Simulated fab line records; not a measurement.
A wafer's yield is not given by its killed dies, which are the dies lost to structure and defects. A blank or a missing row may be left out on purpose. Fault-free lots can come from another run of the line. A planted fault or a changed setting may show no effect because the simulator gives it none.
Split-lot study :: flow n5_finfet :: 7 lots, 21 wafers read, on a route of 1938 steps

== THE SPLIT ==
At N5_BEOL_M6_TRENCH_ETCH_37 (etches SiCOH lowk in C4F6/O2, target depth 94.435 nm, time 31.5 s), the setting source_w was moved away from the recipe's 345 W on 3 of the 21 wafers read, by -16.6% to +6.1%. All remaining wafers had this setting at the recipe value.

The split's own step is where the reading is taken.

== THE READING ==
rf_vpp_V, in V, at N5_BEOL_M6_TRENCH_ETCH_37 (etches SiCOH lowk in C4F6/O2, target depth 94.435 nm, time 31.5 s). A value of 660 V with a standard deviation of 11 V is what fault-free wafers of this fab line usually give.

wafer: L077.2
tool, chamber at the split: rie_diel-01, 3
source_w as run, W: 345
against the recipe: recipe
rf_vpp_V, V: 661
against lot-mates on the recipe: -

wafer: L077.3
tool, chamber at the split: rie_diel-01, 0
source_w as run, W: 345
against the recipe: recipe
rf_vpp_V, V: 653
against lot-mates on the recipe: -

wafer: L077.4
tool, chamber at the split: rie_diel-01, 2
source_w as run, W: 345
against the recipe: recipe
rf_vpp_V, V: 644
against lot-mates on the recipe: -

wafer: L084.1
tool, chamber at the split: rie_diel-01, 3
source_w as run, W: 345
against the recipe: recipe
rf_vpp_V, V: 660
against lot-mates on the recipe: -

wafer: L084.2
tool, chamber at the split: rie_diel-01, 0
source_w as run, W: 345
against the recipe: recipe
rf_vpp_V, V: 653
against lot-mates on the recipe: -

wafer: L084.4
tool, chamber at the split: rie_diel-01, 2
source_w as run, W: 345
against the recipe: recipe
rf_vpp_V, V: 644
against lot-mates on the recipe: -

wafer: L086.2
tool, chamber at the split: rie_diel-03, 3
source_w as run, W: 345
against the recipe: recipe
rf_vpp_V, V: 648
against lot-mates on the recipe: -

wafer: L086.4
tool, chamber at the split: rie_diel-03, 1
source_w as run, W: 345
against the recipe: recipe
rf_vpp_V, V: 655
against lot-mates on the recipe: -

wafer: L086.6
tool, chamber at the split: rie_diel-03, 1
source_w as run, W: 366.1
against the recipe: +6.1%
rf_vpp_V, V: 636
against lot-mates on the recipe: -16

wafer: L087.1
tool, chamber at the split: rie_diel-01, 3
source_w as run, W: 287.8
against the recipe: -16.6%
rf_vpp_V, V: 724
against lot-mates on the recipe: +56

wafer: L087.2
tool, chamber at the split: rie_diel-01, 1
source_w as run, W: 345
against the recipe: recipe
rf_vpp_V, V: 668
against lot-mates on the recipe: -

wafer: L087.6
tool, chamber at the split: rie_diel-01, 3
source_w as run, W: 287.8
against the recipe: -16.6%
rf_vpp_V, V: 723
against lot-mates on the recipe: +55

wafer: L093.4
tool, chamber at the split: rie_diel-03, 2
source_w as run, W: 345
against the recipe: recipe
rf_vpp_V, V: 656
against lot-mates on the recipe: -

wafer: L093.5
tool, chamber at the split: rie_diel-03, 1
source_w as run, W: 345
against the recipe: recipe
rf_vpp_V, V: 653
against lot-mates on the recipe: -

wafer: L093.6
tool, chamber at the split: rie_diel-03, 0
source_w as run, W: 345
against the recipe: recipe
rf_vpp_V, V: 673
against lot-mates on the recipe: -

wafer: L096.2
tool, chamber at the split: rie_diel-03, 3
source_w as run, W: 345
against the recipe: recipe
rf_vpp_V, V: 647
against lot-mates on the recipe: -

wafer: L096.4
tool, chamber at the split: rie_diel-03, 2
source_w as run, W: 345
against the recipe: recipe
rf_vpp_V, V: 658
against lot-mates on the recipe: -

wafer: L096.6
tool, chamber at the split: rie_diel-03, 2
source_w as run, W: 345
against the recipe: recipe
rf_vpp_V, V: 657
against lot-mates on the recipe: -

wafer: L097.1
tool, chamber at the split: rie_diel-06, 2
source_w as run, W: 345
against the recipe: recipe
rf_vpp_V, V: 668
against lot-mates on the recipe: -

wafer: L097.3
tool, chamber at the split: rie_diel-06, 0
source_w as run, W: 345
against the recipe: recipe
rf_vpp_V, V: 680
against lot-mates on the recipe: -

wafer: L097.4
tool, chamber at the split: rie_diel-06, 1
source_w as run, W: 345
against the recipe: recipe
rf_vpp_V, V: 669
against lot-mates on the recipe: -

FIT RESULTS
A straight line over all 21 wafers: rf_vpp_V changes by -3.91 V for each +1% of source_w; r = -0.91; the points scatter about the line by 9.6 V.
The same after taking each lot's own level away (the mean of its wafers on the recipe; 21 wafers): -3.28 V for each +1%; r = -0.94; scatter 6.1 V.
That fit puts the effect of the largest move of source_w on the reading at 54 V.
The lots' own levels span 651.5 to 672.3 V, that is 1.9 times the standard deviation above.
So the slope is not independent of the lot-to-lot level: the two fits are not the same.
Check: for one of the wafers moved furthest among these (-16.6%), held out of the fit, the line's prediction against its lot-mates is +53.6 V. Against them it came out at +56 V.
Tool readings at the split's step, against how far the setting was moved: rf_vpp_V r = -0.91.

== THE OTHER SPLITS THESE WAFERS WENT THROUGH ==
Note: prior to the reading, these wafers also went through further splits. Each is held against what the fit with the lots' levels taken away leaves over:
other split on the same wafers: N5_BEOL_M2_COAT_67 spin_rpm
wafers away from the commonest value: 4
r with rf_vpp_V (lot level and that fit taken away): -0.05

other split on the same wafers: N5_BEOL_M4_DESCUM_16 time_s
wafers away from the commonest value: 7
r with rf_vpp_V (lot level and that fit taken away): -0.12

other split on the same wafers: N5_BEOL_M4_COAT_67 spin_rpm
wafers away from the commonest value: 3
r with rf_vpp_V (lot level and that fit taken away): -0.19

other split on the same wafers: N5_BEOL_M5_COAT_05 spin_rpm
wafers away from the commonest value: 8
r with rf_vpp_V (lot level and that fit taken away): -0.32

other split on the same wafers: N5_BEOL_M5_ETCH_68 bias_w
wafers away from the commonest value: 8
r with rf_vpp_V (lot level and that fit taken away): -0.14

== FILE'S OWN FIT ==
rf_vpp_V changes by -3.23 V for each +1% of source_w, r = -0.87.
